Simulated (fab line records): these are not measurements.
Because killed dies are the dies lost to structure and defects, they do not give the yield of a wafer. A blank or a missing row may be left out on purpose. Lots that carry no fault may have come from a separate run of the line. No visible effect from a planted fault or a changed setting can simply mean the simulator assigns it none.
A lot that was struck, set against a sound lot    flow n5Finfet    20 out of 1938 route steps
Sound: these wafers, L880.2, L880.3, L880.5. The struck wafers were L874.1, L874.3, L874.6. Last of all comes the cause.
Order at every step that has rows: each side's tool, ch and its chambers, its first start. Under that, the readings that differ: sound wafers    struck wafers    difference of the means    sigmas: that difference in standard deviations of wafers without a fault.
alike: words and numbers the same on both sides, and readings whose means are apart by under 2 such deviations; not compared: readings that were withheld, readings missing a value for some wafer, numbers with overlapping values and no deviation given by the record, and bounds like >300 which may hide the same value.
The two part at a step that has a row with sigmas, a row that says differs or no value, or rows on one side only. Numbers that don't overlap but have no deviation are shown without sigmas and don't part them. Lack of a reading on every wafer of one side parts them only where that side has two or more wafers.

first, 6 steps without rows for these wafers: N5_BEOL_M5_COAT_05 (resist thk 30 nm); N5_BEOL_M5_EBR_07; N5_BEOL_M5_SOFTBAKE_06 (time 60 s); N5_BEOL_M5_EXPOSE_08 (exposes mask M5, target cd 28 nm); N5_BEOL_M5_PEB_09 (peb time 60 s); N5_BEOL_M5_DEVELOP_10 (develop time 30 s).
N5_BEOL_M5_CD_MEAS_11: the cd target is 27.74 nm.
  sound on cdSem-01 ch 0, day 12 21:20; struck on cdSem-02 ch 0, day 11 18:38
  alike: cdNm
N5_BEOL_M5_OVL_MEAS_12:
  sound on overlay-02 ch 0, day 12 21:23; struck on overlay-01 ch 0, day 11 18:40
  alike: M5_OVL
N5_BEOL_M5_INSPECT_13: inspects for defects (brightfield).
  struck on defectInspect-02, day 11 18:43; sound on defectInspect-01, day 12 21:26
  alike: rawDefectCount
N5_BEOL_M5_DESCUM_16: chemistry O2, time 7 s.
  sound on rieDiel-03 ch 1,2,3, day 12 21:28; struck on rieDiel-03 ch 1,2,3, day 11 18:47
  alike: drypumpMotorCurrentA, oesProductAu, rfVppV, showerheadPlenumPTorr, throttleValvePct
  not compared: rfHoursCounterH
N5_BEOL_M5_ETCH_72: etches underlayer in N2/H2, target depth 6.5 nm, time 5.2 s.
  sound on rieDiel-03 ch 1,2,3, day 12 21:30; struck on rieDiel-03 ch 1,2,3, day 11 18:49
  alike: biasW, chamberPressureMTorr, drypumpMotorCurrentA, etchRfOnTimeS, oesProductAu, rfVppV, showerheadPlenumPTorr, throttleValvePct
  not compared: rfHoursCounterH
N5_BEOL_M5_ETCH_61: etches SiARC in CF4, target depth 15.6 nm, time 26 s.
  sound on rieDiel-03 ch 1,2,3, day 12 21:31; struck on rieDiel-03 ch 1,2,3, day 11 18:50
  alike: biasW, cf4FlowSccm, drypumpMotorCurrentA, etchRfOnTimeS, oesProductAu, rfVppV, showerheadPlenumPTorr, throttleValvePct
  not compared: rfHoursCounterH
N5_BEOL_M5_ETCH_62: etches SOC in N2/H2, target depth 75 nm, overetch 15 nm, time 112.5 s.
  sound on rieDiel-03 ch 1,2,3, day 12 21:32; struck on rieDiel-03 ch 1,2,3, day 11 18:52
  no value came back on the struck wafers for any of 7 readings (biasW (W), chamberPressureMTorr (mTorr) and others); on the sound wafers biasW (W) reads 149.2 150.0 150.3
reading                                         sound        struck    difference  sigmas
model.SiARC_of_BEOL_M5_COAT_60.thkNm (nm)       6.6 6.8 6.8  12 12 12  +5          
model.underlayer_of_BEOL_M5_COAT_71.thkNm (nm)  0 0 0        5 5 5     +5          
  not compared: rfHoursCounterH
then, 2 steps without rows for these wafers: N5_BEOL_M5_STRIP_63 (strips in N2/H2); N5_BEOL_M5_STRIP_73 (strips in N2/H2).
N5_BEOL_M5_STRIP_64: strips in CF4.
  sound on rieDiel-03 ch 1,2,3, day 12 21:40; struck on rieDiel-03 ch 1,2,3, day 11 18:59
  alike: drypumpMotorCurrentA, oesProductAu, rfVppV, showerheadPlenumPTorr, throttleValvePct
  not compared: rfHoursCounterH
N5_BEOL_M5_HM_OPEN_17: chemistry Cl2/BCl3, target TiN, target depth 20 nm, overetch 6 nm.
  sound on rieMetal-02 ch 0,1, day 12 21:43; struck on rieMetal-03 ch 1, day 11 19:02
reading              sound           struck          difference  sigmas
oesProductAu (a.u.)  0.68 0.69 0.78  0.27 0.27 0.27  -0.45       -6
  alike: bcl3FlowSccm, drypumpMotorCurrentA, heBacksideLeakSccm, throttleValvePct
  not compared: rfHoursCounterH
N5_BEOL_M5_STRIP_19: strips in O2.
  sound on rieDiel-01 ch 0,1,2, day 12 21:57; struck on rieDiel-03 ch 0,1,3, day 11 19:08
  alike: drypumpMotorCurrentA, oesProductAu, rfVppV, showerheadPlenumPTorr, throttleValvePct
  not compared: rfHoursCounterH
N5_BEOL_M5_CD_MEAS_18: pitch 56 nm, target cd 28 nm.
  struck on cdSem-02, day 11 19:13; sound on cdSem-02, day 12 22:01
reading    sound           struck  difference                     sigmas
cdNm (nm)  27.5 27.5 28.2  - - -   no value on the struck wafers  
then, 1 step without rows for these wafers: N5_BEOL_M5_COAT_65 (time 60 s, resist thk 60 nm).

## WHERE THEY PART
First at N5_BEOL_M5_ETCH_62; last, within this record, at N5_BEOL_M5_CD_MEAS_18.

WHY: what the simulator had put in
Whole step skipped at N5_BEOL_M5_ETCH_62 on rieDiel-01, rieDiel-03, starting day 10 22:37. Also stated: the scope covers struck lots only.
